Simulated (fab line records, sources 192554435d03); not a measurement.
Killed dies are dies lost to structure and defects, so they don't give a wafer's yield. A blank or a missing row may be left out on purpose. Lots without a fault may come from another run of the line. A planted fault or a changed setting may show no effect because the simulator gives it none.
Split-lot experiment | flow n5_finfet | 7 lots, 21 wafers read, on a route of 1938 steps

THE SPLIT
At N5_BEOL_M7_COAT_71 (time 60 s, resist thk 5 nm), the setting spin_rpm was moved away from the recipe's 1500 rpm on 8 of the 21 wafers read, by -7.7% to +10.8%. The other wafers ran this setting at the recipe's value.

FROM THE SPLIT TO THE READING: what the file shows between them, 3 steps
- N5_BEOL_M7_COAT_22: resist thk 30 nm
- N5_BEOL_M7_EBR_24
- N5_BEOL_M7_DESCUM_33: chemistry O2, time 7 s

THE READING
etch.depth_nm (the simulator's own value, which no gauge read), in nm, at N5_BEOL_M7_ETCH_72 (etches underlayer in N2/H2, target depth 6.5 nm, time 5.2 s). The file gives no usual value for it. The 13 wafers here that ran the recipe average 4.986 nm, standard deviation 0.019 nm.

wafer  | tool, chamber at the split | spin_rpm as run, rpm | against the recipe | etch.depth_nm, nm | against lot-mates on the recipe
L074.2 | litho_track-01, 0          | 1662                 | +10.8%             | 4.75              | -0.253
L074.3 | litho_track-01, 0          | 1662                 | +10.8%             | 4.734             | -0.269
L074.5 | litho_track-01, 0          | 1500                 | recipe             | 5.003             | -
L075.3 | litho_track-01, 0          | 1500                 | recipe             | 4.958             | -
L075.4 | litho_track-01, 0          | 1500                 | recipe             | 4.972             | -
L075.5 | litho_track-01, 0          | 1500                 | recipe             | 4.969             | -
L078.1 | litho_track-02, 0          | 1500                 | recipe             | 4.965             | -
L078.3 | litho_track-02, 0          | 1500                 | recipe             | 4.952             | -
L078.4 | litho_track-02, 0          | 1641                 | +9.4%              | 4.757             | -0.202
L080.1 | litho_track-05, 0          | 1500                 | recipe             | 4.981             | -
L080.4 | litho_track-05, 0          | 1592                 | +6.1%              | 4.837             | -0.154
L080.6 | litho_track-05, 0          | 1500                 | recipe             | 5                 | -
L086.3 | litho_track-05, 0          | 1385                 | -7.7%              | 5.198             | +0.191
L086.5 | litho_track-05, 0          | 1500                 | recipe             | 5.007             | -
L086.6 | litho_track-05, 0          | 1385                 | -7.7%              | 5.213             | +0.206
L091.1 | litho_track-01, 0          | 1424                 | -5.1%              | 5.137             | +0.145
L091.2 | litho_track-01, 0          | 1500                 | recipe             | 4.992             | -
L091.4 | litho_track-01, 0          | 1424                 | -5.1%              | 5.128             | +0.136
L097.1 | litho_track-02, 0          | 1500                 | recipe             | 5.008             | -
L097.3 | litho_track-02, 0          | 1500                 | recipe             | 5.002             | -
L097.5 | litho_track-02, 0          | 1500                 | recipe             | 5.004             | -

THE FIT
A straight line over all 21 wafers: etch.depth_nm changes by -0.0251 nm for each +1% of spin_rpm; r = -0.99; the points scatter about the line by 0.02 nm.
The same after taking each lot's own level away (the mean of its wafers on the recipe; 21 wafers): -0.0246 nm for each +1%; r = -1.00; scatter 0.01 nm.
On that fit, the largest move of spin_rpm shifts the reading by 0.27 nm.
The lots' own levels span 4.9585 to 5.0070 nm, that is 2.5 times the standard deviation above.
So the lot-to-lot level changes the slope little: the two slopes agree.
Check: with one of the wafers moved furthest among these (+10.8%) left out of the fit, the line predicts -0.264 nm for it against its lot-mates. It came out at -0.253 nm against them.

OTHER SPLITS ON THESE WAFERS
These wafers also went through other splits before the reading. Each is held against what the fit with the lots' levels taken away leaves over:
other split on the same wafers | wafers away from the commonest value | r with etch.depth_nm (lot level and that fit taken away)
N5_BEOL_M4_COAT_05 spin_rpm    | 6                                    | +0.02
N5_BEOL_M5_COAT_05 spin_rpm    | 6                                    | +0.17
N5_BEOL_M6_COAT_22 spin_rpm    | 7                                    | +0.11
N5_BEOL_M6_ETCH_66 bias_w      | 9                                    | +0.05

THE FILE'S OWN FIT
etch.depth_nm changes by -0.0241 nm for each +1% of spin_rpm, r = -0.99.
